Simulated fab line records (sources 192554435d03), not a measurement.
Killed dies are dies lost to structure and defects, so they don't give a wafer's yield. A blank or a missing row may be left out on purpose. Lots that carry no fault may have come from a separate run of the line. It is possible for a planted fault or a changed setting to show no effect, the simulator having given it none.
The tool behind it: which one? :: flow n5 finfet :: 26 wafers from 9 lots sampled at 7 of the route's 1938 steps

## WHAT THE GAUGES SHOWED, per wafer
N5_BEOL_M4_RC_MEAS_101. Usual: DIBL_N 36.3 mV/V, standard deviation 1.6; DIBL_P 36.2 mV/V, standard deviation 2.1; IOFF_N 0.16 nA/um, standard deviation 0.031; IOFF_P 0.21 nA/um, standard deviation 0.034; ION_N 673 uA/um, standard deviation 11; ION_P 461 uA/um, standard deviation 7.4; SS_N 71.6 mV/dec, standard deviation 0.55; SS_P 73.3 mV/dec, standard deviation 0.66; VT_N 251 mV, standard deviation 3.2; VT_P -251 mV, standard deviation 3.5.
lot: L460
measured: day 9 12:53
on: prober-01
DIBL_N (mV/V): 35.2 34.9 36.1
DIBL_P (mV/V): 34.9 34.1 35.5
IOFF_N (nA/um): 0.13 0.12 0.14
IOFF_P (nA/um): 0.17 0.17 0.18
ION_N (uA/um): 663 655 669
ION_P (uA/um): 448 452 454
SS_N (mV/dec): 71.0 70.8 71.9
SS_P (mV/dec): 72.3 72.7 72.6
VT_N (mV): 254 253 255
VT_P (mV): -255 -255 -254
flag: 

lot: L464
measured: day 10 06:25
on: prober-01
DIBL_N (mV/V): 35.0 37.7 36.8
DIBL_P (mV/V): 33.8 36.7 34.5
IOFF_N (nA/um): 0.13 0.19 0.15
IOFF_P (nA/um): 0.17 0.21 0.18
ION_N (uA/um): 672 676 661
ION_P (uA/um): 456 456 453
SS_N (mV/dec): 70.8 72.4 71.7
SS_P (mV/dec): 72.5 73.1 72.5
VT_N (mV): 256 249 253
VT_P (mV): -254 -251 -254
flag: 

lot: L465
measured: day 10 13:17
on: prober-02
DIBL_N (mV/V): 34.2 36.8 36.3
DIBL_P (mV/V): 36.2 39.3 38.6
IOFF_N (nA/um): 0.13 0.18 0.17
IOFF_P (nA/um): 0.19 0.24 0.24
ION_N (uA/um): 672 669 689
ION_P (uA/um): 466 461 475
SS_N (mV/dec): 70.9 72.6 71.2
SS_P (mV/dec): 72.7 73.5 74.0
VT_N (mV): 253 246 247
VT_P (mV): -252 -248 -247
flag: 

lot: L471
measured: day 11 21:50
on: prober-01
DIBL_N (mV/V): 37.7 37.0 38.1
DIBL_P (mV/V): 38.2 36.0 37.4
IOFF_N (nA/um): 0.18 0.15 0.19
IOFF_P (nA/um): 0.22 0.20 0.23
ION_N (uA/um): 687 668 676
ION_P (uA/um): 465 461 464
SS_N (mV/dec): 71.7 72.2 72.0
SS_P (mV/dec): 73.5 73.6 73.1
VT_N (mV): 249 250 250
VT_P (mV): -252 -255 -248
flag: 

lot: L472
measured: day 12 04:56
on: prober-01
DIBL_N (mV/V): 36.5 36.2 35.5
DIBL_P (mV/V): 37.0 36.8 34.7
IOFF_N (nA/um): 0.16 0.15 0.13
IOFF_P (nA/um): 0.20 0.20 0.17
ION_N (uA/um): 669 665 661
ION_P (uA/um): 462 460 452
SS_N (mV/dec): 72.3 71.2 71.5
SS_P (mV/dec): 73.6 73.7 73.0
VT_N (mV): 251 251 256
VT_P (mV): -249 -251 -253
flag: 

lot: L473
measured: day 12 09:29
on: prober-01
DIBL_N (mV/V): 36.9 33.8 36.6
DIBL_P (mV/V): 37.1 33.7 37.1
IOFF_N (nA/um): 0.16 0.11 0.16
IOFF_P (nA/um): 0.18 0.13 0.17
ION_N (uA/um): 670 662 682
ION_P (uA/um): 454 446 459
SS_N (mV/dec): 71.6 70.9 71.5
SS_P (mV/dec): 73.1 72.7 73.2
VT_N (mV): 251 256 249
VT_P (mV): -258 -262 -258
flag: 

lot: L474
measured: day 12 17:08
on: prober-01
DIBL_N (mV/V): 36.8 38.1
DIBL_P (mV/V): 35.2 37.4
IOFF_N (nA/um): 0.15 0.17
IOFF_P (nA/um): 0.19 0.21
ION_N (uA/um): 667 689
ION_P (uA/um): 454 464
SS_N (mV/dec): 71.3 71.6
SS_P (mV/dec): 73.0 74.0
VT_N (mV): 253 246
VT_P (mV): -254 -253
flag: 

lot: L475
measured: day 13 07:39
on: prober-01
DIBL_N (mV/V): 34.2 37.2 36.9
DIBL_P (mV/V): 32.7 37.0 36.4
IOFF_N (nA/um): 0.10 0.15 0.14
IOFF_P (nA/um): 0.14 0.19 0.19
ION_N (uA/um): 656 667 666
ION_P (uA/um): 455 456 463
SS_N (mV/dec): 70.4 71.2 71.6
SS_P (mV/dec): 71.8 72.6 72.9
VT_N (mV): 257 251 252
VT_P (mV): -254 -253 -255
flag: 

lot: L476
measured: day 13 10:01
on: prober-01
DIBL_N (mV/V): 37.9 39.1 39.1
DIBL_P (mV/V): 38.5 41.1 41.7
IOFF_N (nA/um): 0.19 0.23 0.25
IOFF_P (nA/um): 0.23 0.28 0.29
ION_N (uA/um): 687 697 708
ION_P (uA/um): 466 472 478
SS_N (mV/dec): 71.7 73.3 72.5
SS_P (mV/dec): 74.6 74.0 74.3
VT_N (mV): 248 245 243
VT_P (mV): -249 -248 -248
flag: 

N5_BEOL_M10_THK_MEAS_53: measures by xrf. Usual: for M10_THK the level is 142 nm and the standard deviation is 4.
lot: L460
measured: day 11 14:15
on: film metro-01
M10_THK (nm): 263 143 138
flag: OFF

lot: L464
measured: day 12 10:42
on: film metro-02
M10_THK (nm): 145 144 148
flag: 

lot: L465
measured: day 12 17:34
on: film metro-02
M10_THK (nm): 144 137 138
flag: 

lot: L471
measured: day 13 22:46
on: film metro-02
M10_THK (nm): 149 149 146
flag: 

lot: L472
measured: day 14 01:43
on: film metro-02
M10_THK (nm): 144 147 148
flag: 

lot: L473
measured: day 14 04:47
on: film metro-02
M10_THK (nm): 143 142 141
flag: 

lot: L474
measured: day 14 13:10
on: film metro-01
M10_THK (nm): 141 140
flag: 

lot: L475
measured: day 15 06:34
on: film metro-02
M10_THK (nm): 149 146 140
flag: 

lot: L476
measured: day 15 17:53
on: film metro-02
M10_THK (nm): 150 140 145
flag: 

N5_BEOL_M10_INSPECT_58: inspects for defects (darkfield). Usual: 69 for raw defect count, sd 24.
lot: L460
measured: day 11 14:25
on: defect inspect-01
raw defect count: 2228 43 58
flag: OFF

lot: L464
measured: day 12 10:52
on: defect inspect-02
raw defect count: 57 100 98
flag: 

lot: L465
measured: day 12 17:44
on: defect inspect-02
raw defect count: 73 51 50
flag: 

lot: L471
measured: day 13 22:56
on: defect inspect-02
raw defect count: 48 37 63
flag: 

lot: L472
measured: day 14 01:52
on: defect inspect-02
raw defect count: 55 68 153
flag: 

lot: L473
measured: day 14 04:57
on: defect inspect-01
raw defect count: 59 71 78
flag: 

lot: L474
measured: day 14 13:20
on: defect inspect-02
raw defect count: 71 75
flag: 

lot: L475
measured: day 15 06:43
on: defect inspect-01
raw defect count: 63 70 62
flag: 

lot: L476
measured: day 15 18:02
on: defect inspect-02
raw defect count: 98 42 78
flag: 

## WHICH TOOL RAN EACH LOT (tool, then ch and the chambers of the sampled wafers, then the start)
lot: L460
N5_BEOL_M10_VIA_ETCH_34: rie diel-04 ch 0,1,2, day 11 11:31
N5_BEOL_M10_STRIP_77: rie diel-04 ch 0,1,2, day 11 12:52 or earlier
N5_BEOL_M10_PRE_CLEAN_45: pvd sputter-01, day 11 12:52
N5_BEOL_M10_CMP_52: cmp-02 ch 0,1,2, day 11 13:58

lot: L464
N5_BEOL_M10_VIA_ETCH_34: rie diel-06 ch 1,2, day 12 08:26
N5_BEOL_M10_STRIP_77: rie diel-06 ch 1,2, day 12 09:17 or earlier
N5_BEOL_M10_PRE_CLEAN_45: pvd sputter-03, day 12 09:17
N5_BEOL_M10_CMP_52: cmp-03 ch 1,2, day 12 10:24

lot: L465
N5_BEOL_M10_VIA_ETCH_34: rie diel-04 ch 1,2,3, day 12 14:05
N5_BEOL_M10_STRIP_77: rie diel-04 ch 1,2,3, day 12 15:31 or earlier
N5_BEOL_M10_PRE_CLEAN_45: pvd sputter-03, day 12 15:31
N5_BEOL_M10_CMP_52: cmp-04 ch 0,1,3, day 12 17:19

lot: L471
N5_BEOL_M10_VIA_ETCH_34: rie diel-06 ch 0,1, day 13 19:34
N5_BEOL_M10_STRIP_77: rie diel-06 ch 0,1, day 13 21:02 or earlier
N5_BEOL_M10_PRE_CLEAN_45: pvd sputter-01, day 13 21:02
N5_BEOL_M10_CMP_52: cmp-02 ch 0,1,3, day 13 22:33

lot: L472
N5_BEOL_M10_VIA_ETCH_34: rie diel-06 ch 1,2, day 13 23:22
N5_BEOL_M10_STRIP_77: rie diel-06 ch 1,2, day 14 00:12 or earlier
N5_BEOL_M10_PRE_CLEAN_45: pvd sputter-03, day 14 00:12
N5_BEOL_M10_CMP_52: cmp-04 ch 2,3, day 14 01:25

lot: L473
N5_BEOL_M10_VIA_ETCH_34: rie diel-02 ch 0,3, day 14 02:13
N5_BEOL_M10_STRIP_77: rie diel-02 ch 0,3, day 14 03:09 or earlier
N5_BEOL_M10_PRE_CLEAN_45: pvd sputter-03, day 14 03:09
N5_BEOL_M10_CMP_52: cmp-02 ch 0,2,3, day 14 04:34

lot: L474
N5_BEOL_M10_VIA_ETCH_34: rie diel-04 ch 0,1, day 14 10:22
N5_BEOL_M10_STRIP_77: rie diel-04 ch 0,1, day 14 11:40 or earlier
N5_BEOL_M10_PRE_CLEAN_45: pvd sputter-01, day 14 11:40
N5_BEOL_M10_CMP_52: cmp-02 ch 1,3, day 14 12:55

lot: L475
N5_BEOL_M10_VIA_ETCH_34: rie diel-06 ch 0,2,3, day 15 04:01
N5_BEOL_M10_STRIP_77: rie diel-06 ch 0,2,3, day 15 04:59 or earlier
N5_BEOL_M10_PRE_CLEAN_45: pvd sputter-02, day 15 04:59
N5_BEOL_M10_CMP_52: cmp-04 ch 0,1,2, day 15 06:16

lot: L476
N5_BEOL_M10_VIA_ETCH_34: rie diel-06 ch 1,2,3, day 15 15:11
N5_BEOL_M10_STRIP_77: rie diel-06 ch 1,2,3, day 15 16:23 or earlier
N5_BEOL_M10_PRE_CLEAN_45: pvd sputter-03, day 15 16:23
N5_BEOL_M10_CMP_52: cmp-02 ch 2,3, day 15 17:35
- N5_BEOL_M10_VIA_ETCH_34: etches SiCOH lowk in C4F6/O2, target depth 184.5 nm, time 69.2 s.
- N5_BEOL_M10_STRIP_77: strips in N2/H2, time 10 s.
- N5_BEOL_M10_PRE_CLEAN_45: time 30 s.
- N5_BEOL_M10_CMP_52: polishes, stops on SiCOH lowk, t overpolish 7 s, target thk 140 nm.

## WHAT THE TOOLS THEMSELVES READ (means of the sampled wafers that have a number; where no wafer has one, the mark that the record gives instead)
N5_BEOL_M10_VIA_ETCH_34. Usual: chamber pressure mTorr 30.001 mTorr, standard deviation 0.026; drypump motor current A 5.7 A, standard deviation 0.39; oes_ar_750_au 0.81 a.u., standard deviation 0.1; oes_f_703_au 0.81 a.u., standard deviation 0.1; oes product au 0.81 a.u., standard deviation 0.1; rf vpp V 661 V, standard deviation 8.6; showerhead plenum p Torr 2.85 Torr, standard deviation 0.092; throttle valve pct 21.06 %, standard deviation 0.21.
lot: L460
tool: rie diel-04
chamber pressure mTorr (mTorr): 29.996
drypump motor current A (A): 6.0
oes_ar_750_au (a.u.): 0.77
oes_f_703_au (a.u.): 0.77
oes product au (a.u.): 0.76
rf vpp V (V): 665
showerhead plenum p Torr (Torr): 2.78
throttle valve pct (%): 20.93
flag: 

lot: L464
tool: rie diel-06
chamber pressure mTorr (mTorr): 30.037
drypump motor current A (A): 5.8
oes_ar_750_au (a.u.): 0.87
oes_f_703_au (a.u.): 0.87
oes product au (a.u.): 0.87
rf vpp V (V): 658
showerhead plenum p Torr (Torr): 2.85
throttle valve pct (%): 21.06
flag: 

lot: L465
tool: rie diel-04
chamber pressure mTorr (mTorr): 30.014
drypump motor current A (A): 5.8
oes_ar_750_au (a.u.): 0.75
oes_f_703_au (a.u.): 0.74
oes product au (a.u.): 0.75
rf vpp V (V): 670
showerhead plenum p Torr (Torr): 2.79
throttle valve pct (%): 21.04
flag: 

lot: L471
tool: rie diel-06
chamber pressure mTorr (mTorr): 30.004
drypump motor current A (A): 6.0
oes_ar_750_au (a.u.): 0.91
oes_f_703_au (a.u.): 0.92
oes product au (a.u.): 0.92
rf vpp V (V): 657
showerhead plenum p Torr (Torr): 2.91
throttle valve pct (%): 20.87
flag: 

lot: L472
tool: rie diel-06
chamber pressure mTorr (mTorr): 30.005
drypump motor current A (A): 5.8
oes_ar_750_au (a.u.): 0.92
oes_f_703_au (a.u.): 0.93
oes product au (a.u.): 0.93
rf vpp V (V): 661
showerhead plenum p Torr (Torr): 2.96
throttle valve pct (%): 20.96
flag: 

lot: L473
tool: rie diel-02
chamber pressure mTorr (mTorr): 30.029
drypump motor current A (A): 5.5
oes_ar_750_au (a.u.): 0.80
oes_f_703_au (a.u.): 0.79
oes product au (a.u.): 0.80
rf vpp V (V): 664
showerhead plenum p Torr (Torr): 2.92
throttle valve pct (%): 21.19
flag: 

lot: L474
tool: rie diel-04
chamber pressure mTorr (mTorr): 29.986
drypump motor current A (A): 5.8
oes_ar_750_au (a.u.): 0.77
oes_f_703_au (a.u.): 0.77
oes product au (a.u.): 0.77
rf vpp V (V): 667
showerhead plenum p Torr (Torr): 2.79
throttle valve pct (%): 20.98
flag: 

lot: L475
tool: rie diel-06
chamber pressure mTorr (mTorr): 29.979
drypump motor current A (A): 5.7
oes_ar_750_au (a.u.): 0.90
oes_f_703_au (a.u.): 0.90
oes product au (a.u.): 0.90
rf vpp V (V): 662
showerhead plenum p Torr (Torr): 2.91
throttle valve pct (%): 21.02
flag: 

lot: L476
tool: rie diel-06
chamber pressure mTorr (mTorr): 30.006
drypump motor current A (A): 5.8
oes_ar_750_au (a.u.): 0.89
oes_f_703_au (a.u.): 0.89
oes product au (a.u.): 0.89
rf vpp V (V): 663
showerhead plenum p Torr (Torr): 2.92
throttle valve pct (%): 21.09
flag: 

N5_BEOL_M10_STRIP_77. Usual: chamber pressure mTorr 19.997 mTorr, standard deviation 0.021; drypump motor current A 5.7 A, standard deviation 0.39; oes product au 0.81 a.u., standard deviation 0.1; rf vpp V 59.2 V, standard deviation 0.89; showerhead plenum p Torr 2.53 Torr, standard deviation 0.085; throttle valve pct 23.68 %, standard deviation 0.2.
lot: L460
tool: rie diel-04
chamber pressure mTorr (mTorr): 19.981
drypump motor current A (A): 6.0
oes product au (a.u.): 0.78
rf vpp V (V): 59.3
showerhead plenum p Torr (Torr): 2.47
throttle valve pct (%): 23.59
flag: 

lot: L464
tool: rie diel-06
chamber pressure mTorr (mTorr): 20.017
drypump motor current A (A): 5.8
oes product au (a.u.): 0.87
rf vpp V (V): 58.5
showerhead plenum p Torr (Torr): 2.52
throttle valve pct (%): 23.59
flag: 

lot: L465
tool: rie diel-04
chamber pressure mTorr (mTorr): 20.009
drypump motor current A (A): 5.8
oes product au (a.u.): 0.75
rf vpp V (V): 59.0
showerhead plenum p Torr (Torr): 2.49
throttle valve pct (%): 23.78
flag: 

lot: L471
tool: rie diel-06
chamber pressure mTorr (mTorr): 19.982
drypump motor current A (A): 6.1
oes product au (a.u.): 0.91
rf vpp V (V): 60.0
showerhead plenum p Torr (Torr): 2.57
throttle valve pct (%): 23.43
flag: 

lot: L472
tool: rie diel-06
chamber pressure mTorr (mTorr): 20.008
drypump motor current A (A): 5.8
oes product au (a.u.): 0.93
rf vpp V (V): 59.1
showerhead plenum p Torr (Torr): 2.62
throttle valve pct (%): 23.48
flag: 

lot: L473
tool: rie diel-02
chamber pressure mTorr (mTorr): 19.995
drypump motor current A (A): 5.5
oes product au (a.u.): 0.81
rf vpp V (V): 59.2
showerhead plenum p Torr (Torr): 2.59
throttle valve pct (%): 23.94
flag: 

lot: L474
tool: rie diel-04
chamber pressure mTorr (mTorr): 20.006
drypump motor current A (A): 5.8
oes product au (a.u.): 0.77
rf vpp V (V): 59.5
showerhead plenum p Torr (Torr): 2.48
throttle valve pct (%): 23.65
flag: 

lot: L475
tool: rie diel-06
chamber pressure mTorr (mTorr): 19.983
drypump motor current A (A): 5.7
oes product au (a.u.): 0.88
rf vpp V (V): 59.3
showerhead plenum p Torr (Torr): 2.57
throttle valve pct (%): 23.59
flag: 

lot: L476
tool: rie diel-06
chamber pressure mTorr (mTorr): 19.997
drypump motor current A (A): 5.8
oes product au (a.u.): 0.89
rf vpp V (V): 60.0
showerhead plenum p Torr (Torr): 2.58
throttle valve pct (%): 23.60
flag: 

N5_BEOL_M10_PRE_CLEAN_45. Usual: 335 W for heater power w, sd 25.
lot: L460
tool: pvd sputter-01
heater power w (W): 327
flag: 

lot: L464
tool: pvd sputter-03
heater power w (W): 344
flag: 

lot: L465
tool: pvd sputter-03
heater power w (W): 349
flag: 

lot: L471
tool: pvd sputter-01
heater power w (W): 344
flag: 

lot: L472
tool: pvd sputter-03
heater power w (W): 334
flag: 

lot: L473
tool: pvd sputter-03
heater power w (W): 329
flag: 

lot: L474
tool: pvd sputter-01
heater power w (W): 328
flag: 

lot: L475
tool: pvd sputter-02
heater power w (W): 320
flag: 

lot: L476
tool: pvd sputter-03
heater power w (W): 356
flag: 

N5_BEOL_M10_CMP_52. Usual: barrier field endpoint s 28.6 s, standard deviation 0.74; motor current A 5.9 A, standard deviation 0.64; overpolish run s 7.000 s, standard deviation 0.0096; time to endpoint s 65 s, standard deviation 3.2.
lot: L460
tool: cmp-02
barrier field endpoint s (s): 35.3
motor current A (A): 5.3
overpolish run s (s): 4.685
time to endpoint s (s): 73
flag: OFF

lot: L464
tool: cmp-03
barrier field endpoint s (s): 29.6
motor current A (A): 6.0
overpolish run s (s): 7.011
time to endpoint s (s): 69
flag: 

lot: L465
tool: cmp-04
barrier field endpoint s (s): 28.5
motor current A (A): 6.3
overpolish run s (s): 7.004
time to endpoint s (s): 65
flag: 

lot: L471
tool: cmp-02
barrier field endpoint s (s): 28.7
motor current A (A): 5.7
overpolish run s (s): 7.005
time to endpoint s (s): 65
flag: 

lot: L472
tool: cmp-04
barrier field endpoint s (s): 28.3
motor current A (A): 6.3
overpolish run s (s): 6.999
time to endpoint s (s): 61
flag: 

lot: L473
tool: cmp-02
barrier field endpoint s (s): 28.6
motor current A (A): 6.0
overpolish run s (s): 6.994
time to endpoint s (s): 67
flag: 

lot: L474
tool: cmp-02
barrier field endpoint s (s): 27.8
motor current A (A): 5.7
overpolish run s (s): 7.000
time to endpoint s (s): 64
flag: 

lot: L475
tool: cmp-04
barrier field endpoint s (s): 28.0
motor current A (A): 6.0
overpolish run s (s): 6.992
time to endpoint s (s): 64
flag: 

lot: L476
tool: cmp-02
barrier field endpoint s (s): 28.5
motor current A (A): 6.2
overpolish run s (s): 6.997
time to endpoint s (s): 64
flag: 

## THE ANSWER, worked out from the rows above alone
Rule: a lot is off if the mean of its wafers that have a number lies more than 3 standard deviations from the usual mean. Also off: a lot with no number at a reading for which 4 or more lots have one. Any other lot the step has rows for is counted as sound. After the gauges, taken in route order, come the tools' own readings; for these a lot's mean is taken, as printed above. The first step at which some lot is off is used, and at that step the reading that is off furthest; a lot without a number counts as furthest.
Off: L460, seen at N5_BEOL_M10_THK_MEAS_53 (M10_THK).
A tool fits if, at a process step before that reading, it ran every lot that is off, and no sound lot after the first of them. The gauges at N5_BEOL_M10_THK_MEAS_53 aren't tried: what is off there is off at N5_BEOL_M10_INSPECT_58 too, on other tools, and a gauge's error can't cause that. N5_BEOL_M10_STRIP_77 gives no start for some lots, so the hours and the order of its lots are those of N5_BEOL_M10_PRE_CLEAN_45. Not one of the candidates tried fits.

## WHAT THE SIMULATOR PUT IN
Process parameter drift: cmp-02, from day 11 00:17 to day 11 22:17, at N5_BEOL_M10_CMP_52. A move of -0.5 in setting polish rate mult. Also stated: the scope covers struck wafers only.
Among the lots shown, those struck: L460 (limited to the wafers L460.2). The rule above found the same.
